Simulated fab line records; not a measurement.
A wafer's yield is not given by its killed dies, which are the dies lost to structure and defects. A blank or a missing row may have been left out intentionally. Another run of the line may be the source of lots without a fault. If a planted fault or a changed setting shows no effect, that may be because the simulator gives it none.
fab line records / flow nand-harc
record: lots: 7 wafers: 21 last-day: 33
route steps=1302 shown P_ZERO_WELL@29 END@1302
lots that met no fault: taken from a fault-free run of the same line
start-h: hours from the record's first day to the start of the lot's first wafer shown / wait-h: hours elapsed since this lot's preceding step / " repeats the value in the row above / L1.1+2: one row covering several wafers at once / - no value, or no start was given / * or withheld: withheld / < > ~ a bound
route shown NAME@n: names a module that has steps shown in the file, with the first one's number in the route / usual: average and standard deviation across the fault-free wafers / same: alike in all rows / chamber/n: place in a boat / sites: per-site readings / _std_site: standard deviation across them / _edge_site: mean of outer sites minus mean of inner sites / radius-mm: how far each site lies from the wafer's centre / mask NAME#n: copy n / behind: the most recent tool/chamber to have shaped the wafer / hold: cause of the lot's hold/its duration in hours/its outcome / device: whichever transistor did not switch (one of n, p or np) / end of line: the tests these same wafers got at the end of their route / a step with no rows: only its recipe / killed: not the wafer's yield, but the dies lost to structure and defects at the first sort / map: shows each die of a wafer: x if killed, . if not, _ if none is there
set.NAME: setting as actually run; set.NAME@STEP: the setting as run at that earlier step / model.NAME: the simulator's own value behind a step, which no gauge read
certain route steps with their lots: each step a table, each wafer a row
services: a tool's chamber out of use, with start hour (start-h, from the record's first day; less than 0 if before it), hours out, and reason
== steps ==
step: NHARC_P_ZERO_WELL_CD_MEAS_24
recipe: target-cd-nm: 720 landing-energy-ev: 500
usual: cd-nm: 720.6/2.3
lot.wafer=L739.1 tool=cd-sem-01 chamber=0 start-h=22.45 wait-h=- cd-nm=721.3
lot.wafer=L739.2 tool=cd-sem-01 chamber=0 start-h=22.45 wait-h=- cd-nm=722.1
lot.wafer=L739.4 tool=cd-sem-01 chamber=0 start-h=22.45 wait-h=- cd-nm=723.3
lot.wafer=L747.1 tool=cd-sem-03 chamber=0 start-h=102.34 wait-h=- cd-nm=718.8
lot.wafer=L747.5 tool=cd-sem-03 chamber=0 start-h=102.34 wait-h=- cd-nm=717.0
lot.wafer=L747.6 tool=cd-sem-03 chamber=0 start-h=102.34 wait-h=- cd-nm=718.7
lot.wafer=L748.4 tool=cd-sem-01 chamber=0 start-h=112.55 wait-h=- cd-nm=715.2
lot.wafer=L748.5 tool=cd-sem-01 chamber=0 start-h=112.55 wait-h=- cd-nm=714.4
lot.wafer=L748.6 tool=cd-sem-01 chamber=0 start-h=112.55 wait-h=- cd-nm=717.6
lot.wafer=L749.3 tool=cd-sem-02 chamber=0 start-h=123.33 wait-h=- cd-nm=722.3
lot.wafer=L749.4 tool=cd-sem-02 chamber=0 start-h=123.33 wait-h=- cd-nm=720.7
lot.wafer=L749.6 tool=cd-sem-02 chamber=0 start-h=123.33 wait-h=- cd-nm=716.8
lot.wafer=L754.1 tool=cd-sem-03 chamber=0 start-h=172.63 wait-h=- cd-nm=722.1
lot.wafer=L754.3 tool=cd-sem-03 chamber=0 start-h=172.63 wait-h=- cd-nm=720.3
lot.wafer=L754.4 tool=cd-sem-03 chamber=0 start-h=172.63 wait-h=- cd-nm=722.9
lot.wafer=L759.1 tool=cd-sem-02 chamber=0 start-h=224.13 wait-h=- cd-nm=720.8
lot.wafer=L759.4 tool=cd-sem-02 chamber=0 start-h=224.13 wait-h=- cd-nm=720.8
lot.wafer=L759.5 tool=cd-sem-02 chamber=0 start-h=224.13 wait-h=- cd-nm=724.8
lot.wafer=L761.3 tool=cd-sem-01 chamber=0 start-h=242.49 wait-h=- cd-nm=718.5
lot.wafer=L761.4 tool=cd-sem-01 chamber=0 start-h=242.49 wait-h=- cd-nm=717.2
lot.wafer=L761.5 tool=cd-sem-01 chamber=0 start-h=242.49 wait-h=- cd-nm=719.6
step: NHARC_P_ZERO_WELL_HARDBAKE_25
recipe: temp-c: 125 time-s: 80
step: NHARC_P_ZERO_WELL_DESCUM_26
recipe: time-s: 3 o2-flow-sccm: 200 ar-flow-sccm: 0 bias-power-w: 0 chemistry: O2
usual: drypump-motor-current-A: 5.6/0.4 o2-flow-sccm: 199.9/0.62 oes-product-au: 1.003/0.0079 rf-vpp-V: 57.6/0.87 showerhead-plenum-p-Torr: 1.89/0.065 throttle-valve-pct: 11.312/0.0091
same: bias-power-w: 0
lot.wafer=L739.1 tool=rie-diel-13 chamber=0 start-h=22.64 wait-h=- drypump-motor-current-A=6.1 o2-flow-sccm=200.1 oes-product-au=1.001 rf-hours-counter-h=7 rf-vpp-V=57.9 showerhead-plenum-p-Torr=1.88 throttle-valve-pct=11.316
lot.wafer=L739.2 tool=rie-diel-13 chamber=1 start-h=22.64 wait-h=- drypump-motor-current-A=5.9 o2-flow-sccm=200.8 oes-product-au=1.005 rf-hours-counter-h=6 rf-vpp-V=57.3 showerhead-plenum-p-Torr=1.99 throttle-valve-pct=11.308
lot.wafer=L739.4 tool=rie-diel-13 chamber=2 start-h=22.64 wait-h=- drypump-motor-current-A=5.3 o2-flow-sccm=199.2 oes-product-au=1.013 rf-hours-counter-h=- rf-vpp-V=57.2 showerhead-plenum-p-Torr=1.85 throttle-valve-pct=11.307
lot.wafer=L747.1 tool=rie-diel-10 chamber=2 start-h=102.51 wait-h=- drypump-motor-current-A=5.2 o2-flow-sccm=201.0 oes-product-au=1.000 rf-hours-counter-h=9 rf-vpp-V=56.2 showerhead-plenum-p-Torr=1.90 throttle-valve-pct=11.315
lot.wafer=L747.6 tool=rie-diel-10 chamber=1 start-h=102.51 wait-h=- drypump-motor-current-A=5.7 o2-flow-sccm=199.3 oes-product-au=1.002 rf-hours-counter-h=- rf-vpp-V=57.9 showerhead-plenum-p-Torr=1.95 throttle-valve-pct=11.316
lot.wafer=L747.5 tool=rie-diel-10 chamber=2 start-h=102.51 wait-h=- drypump-motor-current-A=5.1 o2-flow-sccm=199.6 oes-product-au=0.996 rf-hours-counter-h=- rf-vpp-V=58.1 showerhead-plenum-p-Torr=1.90 throttle-valve-pct=11.312
lot.wafer=L748.4 tool=rie-diel-13 chamber=2 start-h=112.74 wait-h=- drypump-motor-current-A=5.3 o2-flow-sccm=199.6 oes-product-au=1.000 rf-hours-counter-h=37 rf-vpp-V=57.7 showerhead-plenum-p-Torr=1.84 throttle-valve-pct=11.311
lot.wafer=L748.6 tool=rie-diel-13 chamber=3 start-h=112.74 wait-h=- drypump-motor-current-A=5.4 o2-flow-sccm=198.8 oes-product-au=1.003 rf-hours-counter-h=- rf-vpp-V=58.0 showerhead-plenum-p-Torr=1.81 throttle-valve-pct=11.298
lot.wafer=L748.5 tool=rie-diel-13 chamber=0 start-h=112.74 wait-h=- drypump-motor-current-A=6.0 o2-flow-sccm=200.4 oes-product-au=0.999 rf-hours-counter-h=- rf-vpp-V=57.1 showerhead-plenum-p-Torr=1.87 throttle-valve-pct=11.324
lot.wafer=L749.3 tool=rie-diel-10 chamber=3 start-h=123.50 wait-h=- drypump-motor-current-A=5.5 o2-flow-sccm=199.4 oes-product-au=0.991 rf-hours-counter-h=11 rf-vpp-V=56.7 showerhead-plenum-p-Torr=1.84 throttle-valve-pct=11.328
lot.wafer=L749.4 tool=rie-diel-10 chamber=0 start-h=123.50 wait-h=- drypump-motor-current-A=5.7 o2-flow-sccm=200.8 oes-product-au=0.999 rf-hours-counter-h=12 rf-vpp-V=55.7 showerhead-plenum-p-Torr=1.86 throttle-valve-pct=11.306
lot.wafer=L749.6 tool=rie-diel-10 chamber=3 start-h=123.50 wait-h=- drypump-motor-current-A=5.5 o2-flow-sccm=200.4 oes-product-au=0.991 rf-hours-counter-h=- rf-vpp-V=57.7 showerhead-plenum-p-Torr=1.84 throttle-valve-pct=11.315
lot.wafer=L754.1 tool=rie-diel-02 chamber=1 start-h=173.04 wait-h=- drypump-motor-current-A=6.4 o2-flow-sccm=199.9 oes-product-au=0.982 rf-hours-counter-h=41 rf-vpp-V=56.7 showerhead-plenum-p-Torr=1.80 throttle-valve-pct=11.322
lot.wafer=L754.4 tool=rie-diel-02 chamber=2 start-h=173.04 wait-h=- drypump-motor-current-A=5.4 o2-flow-sccm=200.0 oes-product-au=1.005 rf-hours-counter-h=41 rf-vpp-V=57.0 showerhead-plenum-p-Torr=1.94 throttle-valve-pct=11.320
lot.wafer=L754.3 tool=rie-diel-02 chamber=0 start-h=173.04 wait-h=- drypump-motor-current-A=5.3 o2-flow-sccm=199.8 oes-product-au=1.012 rf-hours-counter-h=42 rf-vpp-V=59.3 showerhead-plenum-p-Torr=2.00 throttle-valve-pct=11.318
lot.wafer=L759.4 tool=rie-diel-13 chamber=1 start-h=224.29 wait-h=- drypump-motor-current-A=5.9 o2-flow-sccm=200.6 oes-product-au=1.011 rf-hours-counter-h=17 rf-vpp-V=58.8 showerhead-plenum-p-Torr=1.97 throttle-valve-pct=11.307
lot.wafer=L759.1 tool=rie-diel-13 chamber=0 start-h=224.29 wait-h=- drypump-motor-current-A=6.0 o2-flow-sccm=199.6 oes-product-au=1.009 rf-hours-counter-h=17 rf-vpp-V=56.0 showerhead-plenum-p-Torr=1.86 throttle-valve-pct=11.328
lot.wafer=L759.5 tool=rie-diel-13 chamber=2 start-h=224.29 wait-h=- drypump-motor-current-A=5.3 o2-flow-sccm=199.1 oes-product-au=1.008 rf-hours-counter-h=- rf-vpp-V=57.5 showerhead-plenum-p-Torr=1.83 throttle-valve-pct=11.319
lot.wafer=L761.4 tool=rie-diel-13 chamber=2 start-h=242.66 wait-h=- drypump-motor-current-A=5.3 o2-flow-sccm=199.8 oes-product-au=0.995 rf-hours-counter-h=24 rf-vpp-V=58.0 showerhead-plenum-p-Torr=1.83 throttle-valve-pct=11.313
lot.wafer=L761.3 tool=rie-diel-13 chamber=3 start-h=242.66 wait-h=- drypump-motor-current-A=5.4 o2-flow-sccm=199.8 oes-product-au=0.998 rf-hours-counter-h=26 rf-vpp-V=57.5 showerhead-plenum-p-Torr=1.79 throttle-valve-pct=11.311
lot.wafer=L761.5 tool=rie-diel-13 chamber=1 start-h=242.66 wait-h=- drypump-motor-current-A=5.9 o2-flow-sccm=200.5 oes-product-au=1.017 rf-hours-counter-h=- rf-vpp-V=58.7 showerhead-plenum-p-Torr=1.97 throttle-valve-pct=11.311
step: NHARC_P_ZERO_WELL_IMPLANT_27
recipe: energy-kev: 600 dose-cm2: 1e+13 tilt-deg: 7
step: NHARC_P_ZERO_WELL_IMPLANT_57
recipe: energy-kev: 250 dose-cm2: 4e+12 tilt-deg: 7
step: NHARC_P_ZERO_WELL_IMPLANT_58
recipe: energy-kev: 100 dose-cm2: 2e+12 tilt-deg: 7
step: NHARC_P_ZERO_WELL_STRIP_28
recipe: time-s: 840 temp-c: 130 chemistry: SPM
step: NHARC_P_ZERO_WELL_DEHYDRATE_29
recipe: temp-c: 150 time-s: 120
step: NHARC_P_ZERO_WELL_HMDS_30
recipe: time-s: 30
step: NHARC_P_ZERO_WELL_COAT_31
recipe: spin-rpm: withheld
step: NHARC_P_ZERO_WELL_SOFTBAKE_32
recipe: temp-c: 122 time-s: 95
step: NHARC_P_ZERO_WELL_EBR_33
step: NHARC_P_ZERO_WELL_EXPOSE_34
recipe: na: 0.6 target-cd-nm: 720 dose-mj: 22.31 mask-id: P_PWELL
usual: exposure-dose-mJ-cm2: 22.313/0.018
lot.wafer=L739.1 tool=krf-scanner-04 chamber=0 start-h=23.98 wait-h=- mask=P_PWELL#0 exposure-dose-mJ-cm2=22.310
lot.wafer=L739.2 tool=krf-scanner-04 chamber=0 start-h=23.98 wait-h=- mask=P_PWELL#0 exposure-dose-mJ-cm2=22.333
lot.wafer=L739.4 tool=krf-scanner-04 chamber=0 start-h=23.98 wait-h=- mask=P_PWELL#0 exposure-dose-mJ-cm2=22.309
lot.wafer=L747.1 tool=krf-scanner-04 chamber=0 start-h=103.83 wait-h=- mask=P_PWELL#0 exposure-dose-mJ-cm2=21.850
lot.wafer=L747.5 tool=krf-scanner-04 chamber=0 start-h=103.83 wait-h=- mask=P_PWELL#0 exposure-dose-mJ-cm2=21.852
lot.wafer=L747.6 tool=krf-scanner-04 chamber=0 start-h=103.83 wait-h=- mask=P_PWELL#0 exposure-dose-mJ-cm2=21.816
lot.wafer=L748.4 tool=krf-scanner-04 chamber=0 start-h=113.97 wait-h=- mask=P_PWELL#0 exposure-dose-mJ-cm2=21.887
lot.wafer=L748.5 tool=krf-scanner-04 chamber=0 start-h=113.97 wait-h=- mask=P_PWELL#0 exposure-dose-mJ-cm2=21.823
lot.wafer=L748.6 tool=krf-scanner-04 chamber=0 start-h=113.97 wait-h=- mask=P_PWELL#0 exposure-dose-mJ-cm2=21.825
lot.wafer=L749.3 tool=krf-scanner-04 chamber=0 start-h=124.69 wait-h=- mask=P_PWELL#0 exposure-dose-mJ-cm2=21.877
lot.wafer=L749.4 tool=krf-scanner-04 chamber=0 start-h=124.69 wait-h=- mask=P_PWELL#0 exposure-dose-mJ-cm2=21.858
lot.wafer=L749.6 tool=krf-scanner-04 chamber=0 start-h=124.69 wait-h=- mask=P_PWELL#0 exposure-dose-mJ-cm2=21.848
lot.wafer=L754.1 tool=krf-scanner-02 chamber=0 start-h=174.38 wait-h=- mask=P_PWELL#0 exposure-dose-mJ-cm2=22.309
lot.wafer=L754.3 tool=krf-scanner-02 chamber=0 start-h=174.38 wait-h=- mask=P_PWELL#0 exposure-dose-mJ-cm2=22.297
lot.wafer=L754.4 tool=krf-scanner-02 chamber=0 start-h=174.38 wait-h=- mask=P_PWELL#0 exposure-dose-mJ-cm2=22.304
lot.wafer=L759.1 tool=krf-scanner-02 chamber=0 start-h=225.62 wait-h=- mask=P_PWELL#0 exposure-dose-mJ-cm2=22.327
lot.wafer=L759.4 tool=krf-scanner-02 chamber=0 start-h=225.62 wait-h=- mask=P_PWELL#0 exposure-dose-mJ-cm2=22.314
lot.wafer=L759.5 tool=krf-scanner-02 chamber=0 start-h=225.62 wait-h=- mask=P_PWELL#0 exposure-dose-mJ-cm2=22.317
lot.wafer=L761.3 tool=krf-scanner-02 chamber=0 start-h=243.96 wait-h=- mask=P_PWELL#0 exposure-dose-mJ-cm2=22.348
lot.wafer=L761.4 tool=krf-scanner-02 chamber=0 start-h=243.96 wait-h=- mask=P_PWELL#0 exposure-dose-mJ-cm2=22.306
lot.wafer=L761.5 tool=krf-scanner-02 chamber=0 start-h=243.96 wait-h=- mask=P_PWELL#0 exposure-dose-mJ-cm2=22.317
step: NHARC_P_ZERO_WELL_PEB_35
recipe: peb-temp-c: 118 peb-time-s: 85
step: NHARC_END_SORT_01
recipe: temp-c: 25
usual: killed-at-array: 46/16 killed-at-other: 0.9/1.3 killed-at-periphery: 4.1/3 killed-dies: 51/17 killed-open: 3.5/1.8 killed-short: 2.5/1.8
same: gross-dies: 677
lot.wafer=L739.1 tool=prober-02 chamber=0 start-h=580.01 wait-h=2.5 killed-at-array=16 killed-at-other=2 killed-at-periphery=4 killed-dies=22 killed-open=1 killed-short=4
lot.wafer=L739.2 tool=prober-02 chamber=0 start-h=580.80 wait-h=2.8 killed-at-array=20 killed-at-other=1 killed-at-periphery=13 killed-dies=34 killed-open=1 killed-short=3
lot.wafer=L739.4 tool=prober-02 chamber=0 start-h=582.40 wait-h=3.4 killed-at-array=16 killed-at-other=0 killed-at-periphery=10 killed-dies=26 killed-open=5 killed-short=2
lot.wafer=L747.1 tool=prober-02 chamber=0 start-h=658.73 wait-h=2.5 killed-at-array=52 killed-at-other=0 killed-at-periphery=9 killed-dies=61 killed-open=1 killed-short=3
lot.wafer=L747.5 tool=prober-02 chamber=0 start-h=661.94 wait-h=3.7 killed-at-array=52 killed-at-other=2 killed-at-periphery=10 killed-dies=64 killed-open=4 killed-short=5
lot.wafer=L747.6 tool=prober-02 chamber=0 start-h=662.75 wait-h=4.0 killed-at-array=45 killed-at-other=0 killed-at-periphery=6 killed-dies=51 killed-open=4 killed-short=3
lot.wafer=L749.3 tool=prober-01 chamber=0 start-h=669.72 wait-h=3.1 killed-at-array=65 killed-at-other=0 killed-at-periphery=2 killed-dies=67 killed-open=6 killed-short=1
lot.wafer=L749.4 tool=prober-01 chamber=0 start-h=670.53 wait-h=3.4 killed-at-array=49 killed-at-other=0 killed-at-periphery=2 killed-dies=51 killed-open=3 killed-short=1
lot.wafer=L749.6 tool=prober-01 chamber=0 start-h=672.14 wait-h=4.0 killed-at-array=51 killed-at-other=0 killed-at-periphery=2 killed-dies=53 killed-open=5 killed-short=1
lot.wafer=L754.1 tool=prober-01 chamber=0 start-h=705.65 wait-h=2.5 killed-at-array=30 killed-at-other=0 killed-at-periphery=5 killed-dies=35 killed-open=3 killed-short=1
lot.wafer=L754.3 tool=prober-01 chamber=0 start-h=707.27 wait-h=3.1 killed-at-array=42 killed-at-other=0 killed-at-periphery=5 killed-dies=47 killed-open=2 killed-short=1
lot.wafer=L754.4 tool=prober-01 chamber=0 start-h=708.07 wait-h=3.4 killed-at-array=46 killed-at-other=0 killed-at-periphery=11 killed-dies=57 killed-open=5 killed-short=4
killed by level:class
L739.1 A_CHANNEL_HOLE_D2:chamber-film-flake=5 P_BONDPAD:chamber-film-flake=3 A_ONON_D1:geometric-particle:short=2 A_STAIRCASE:chamber-film-flake=2 A_CONTACT:chamber-film-flake=2 THIN_TSV:chamber-film-flake=2 A_ONON_D2:geometric-particle:open=1 A_CHANNEL_HOLE_D2:geometric-particle:short=1
L739.2 A_CHANNEL_HOLE_D2:chamber-film-flake=7 P_M1:chamber-film-flake=7 A_CHANNEL_FILL_D1:chamber-film-flake=3 A_STAIRCASE:chamber-film-flake=3 P_STI:chamber-film-flake=2 P_BONDPAD:chamber-film-flake=2 A_DECK1_JOINT:geometric-particle:short=1 A_ONON_D2:geometric-particle:open=1
L739.4 P_M1:chamber-film-flake=4 P_BONDPAD:chamber-film-flake=4 A_CHANNEL_HOLE_D2:chamber-film-flake=4 A_STAIRCASE:chamber-film-flake=2 A_WL_FILL:chamber-film-flake=2 A_CONTACT:chamber-film-flake=2 P_CONTACT:geometric-particle:open=1 P_M1:geometric-particle:open=1
L747.1 A_CHANNEL_HOLE_D1:chamber-film-flake=21 A_CHANNEL_HOLE_D2:chamber-film-flake=15 P_M2:chamber-film-flake=7 A_CONTACT:chamber-film-flake=6 A_CHANNEL_FILL_D2:chamber-film-flake=2 A_SLIT:chamber-film-flake=2 A_WL_FILL:chamber-film-flake=2 P_M0:geometric-particle:short=1
L747.5 A_CHANNEL_HOLE_D1:chamber-film-flake=29 A_CHANNEL_HOLE_D2:chamber-film-flake=13 P_GATE:chamber-film-flake=3 P_M2:chamber-film-flake=3 A_SGD_CUT:geometric-particle:short=2 A_M0:geometric-particle:open=2 P_STI:chamber-film-flake=2 P_M0:geometric-particle:short=1
L747.6 A_CHANNEL_HOLE_D1:chamber-film-flake=20 A_CHANNEL_HOLE_D2:chamber-film-flake=8 P_GATE:chamber-film-flake=3 A_CHANNEL_HOLE_D1:geometric-particle:open=2 P_M2:chamber-film-flake=2 A_CHANNEL_FILL_D1:chamber-film-flake=2 A_CHANNEL_FILL_D2:chamber-film-flake=2 A_STAIRCASE:chamber-film-flake=2
L749.3 A_SLIT:chamber-film-flake=31 A_CHANNEL_HOLE_D1:chamber-film-flake=24 A_M0:geometric-particle:open=3 A_STAIRCASE:chamber-film-flake=3 A_CHANNEL_HOLE_D2:chamber-film-flake=2 P_M0:geometric-particle:open=1 P_M1:geometric-particle:open=1 A_DECK1_JOINT:geometric-particle:open=1
L749.4 A_CHANNEL_HOLE_D1:chamber-film-flake=29 A_SLIT:chamber-film-flake=17 P_GATE:geometric-particle:open=1 P_CONTACT:geometric-particle:short=1 A_ONON_D1:geometric-particle:open=1 A_CHANNEL_FILL_D1:geometric-particle:open=1 A_STAIRCASE:chamber-film-flake=1
L749.6 A_CHANNEL_HOLE_D1:chamber-film-flake=27 A_SLIT:chamber-film-flake=18 A_CHANNEL_HOLE_D2:geometric-particle:open=3 P_M0:geometric-particle:open=1 A_CHANNEL_FILL_D2:geometric-particle:short=1 A_M0:geometric-particle:open=1 P_GATE:chamber-film-flake=1 A_STAIRCASE:chamber-film-flake=1
L754.1 A_CHANNEL_HOLE_D2:chamber-film-flake=15 A_CHANNEL_HOLE_D1:chamber-film-flake=5 A_CONTACT:chamber-film-flake=4 P_GATE:chamber-film-flake=2 P_GATE:geometric-particle:open=1 A_CHANNEL_FILL_D2:geometric-particle:open=1 A_WL_FILL:geometric-particle:short=1 A_WL_FILL:geometric-particle:open=1
L754.3 A_CHANNEL_HOLE_D2:chamber-film-flake=23 A_CHANNEL_HOLE_D1:chamber-film-flake=5 A_CONTACT:chamber-film-flake=4 P_ZERO_WELL:chamber-film-flake=2 P_GATE:chamber-film-flake=2 A_STAIRCASE:chamber-film-flake=2 A_CHANNEL_FILL_D2:chamber-film-flake=2 A_SLIT:chamber-film-flake=2
L754.4 A_CHANNEL_HOLE_D2:chamber-film-flake=17 A_CHANNEL_HOLE_D1:chamber-film-flake=8 P_GATE:chamber-film-flake=6 A_CONTACT:chamber-film-flake=5 P_ZERO_WELL:chamber-film-flake=2 P_M2:chamber-film-flake=2 A_ZERO_WELL:chamber-film-flake=2 A_SGD_CUT:chamber-film-flake=2
== services ==
tool=rie-diel-13 chamber=0 start-h=-0.77 hours=- kind=clean
tool=rie-diel-13 chamber=1 start-h=-0.77 hours=- kind=clean
tool=rie-diel-10 chamber=1 start-h=5.60 hours=3.8 kind=repair
tool=rie-diel-10 chamber=- start-h=7.81 hours=1.7 kind=repair
tool=krf-scanner-04 chamber=- start-h=10.00 hours=4.0 kind=pm
tool=krf-scanner-02 chamber=- start-h=15.35 hours=0.2 kind=repair
tool=rie-diel-13 chamber=3 start-h=20.83 hours=3.9 kind=repair
tool=krf-scanner-02 chamber=- start-h=28.23 hours=3.1 kind=repair
tool=rie-diel-13 chamber=1 start-h=31.82 hours=4.5 kind=repair
tool=rie-diel-13 chamber=- start-h=36.05 hours=1.3 kind=repair
tool=rie-diel-02 chamber=- start-h=39.76 hours=9.0 kind=pm
tool=rie-diel-10 chamber=- start-h=66.00 hours=9.0 kind=pm
tool=krf-scanner-02 chamber=- start-h=94.00 hours=4.0 kind=pm
tool=rie-diel-13 chamber=3 start-h=120.59 hours=3.0 kind=repair
tool=krf-scanner-02 chamber=- start-h=128.86 hours=8.2 kind=repair
tool=krf-scanner-04 chamber=- start-h=137.31 hours=0.2 kind=repair
tool=rie-diel-13 chamber=- start-h=167.23 hours=9.0 kind=pm
tool=krf-scanner-04 chamber=- start-h=182.00 hours=4.0 kind=pm
tool=rie-diel-13 chamber=- start-h=186.67 hours=0.6 kind=repair
tool=rie-diel-10 chamber=1 start-h=191.63 hours=15.1 kind=repair
tool=krf-scanner-02 chamber=- start-h=201.51 hours=0.5 kind=repair
tool=rie-diel-02 chamber=- start-h=216.76 hours=9.0 kind=pm
tool=rie-diel-13 chamber=- start-h=222.22 hours=1.0 kind=repair
tool=rie-diel-10 chamber=- start-h=243.03 hours=9.0 kind=pm
== key ==
first-sign: step: NHARC_P_ZERO_WELL_EXPOSE_34 reading: exposure-dose-mJ-cm2 direction: down sigmas: 26 usual: 22.313 struck: 21.848
effect none on later readings
met-at NHARC_P_ZERO_WELL_EXPOSE_34
struck-wafers L747.1,L747.5,L747.6,L748.4,L748.5,L748.6,L749.3,L749.4,L749.6
tester-left-out L747,L748,L749
onset-between 23.98 103.83
fault: kind: process-parameter-drift tool: krf-scanner-04 chamber: - onset-h: 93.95 steps: NHARC_P_ZERO_WELL_EXPOSE_34 channel: dose-mj offset: -0.47495 shape: step acts-in: these-recipes-only stated: 22.31
tester-left-out: of these lots the tester's yield and bins aren't shown, on N5 and GAA mostly nor the transistor test; their killed dies are dies lost to structure and defects alone, not to doping, threshold or leakage, so they don't give the yield
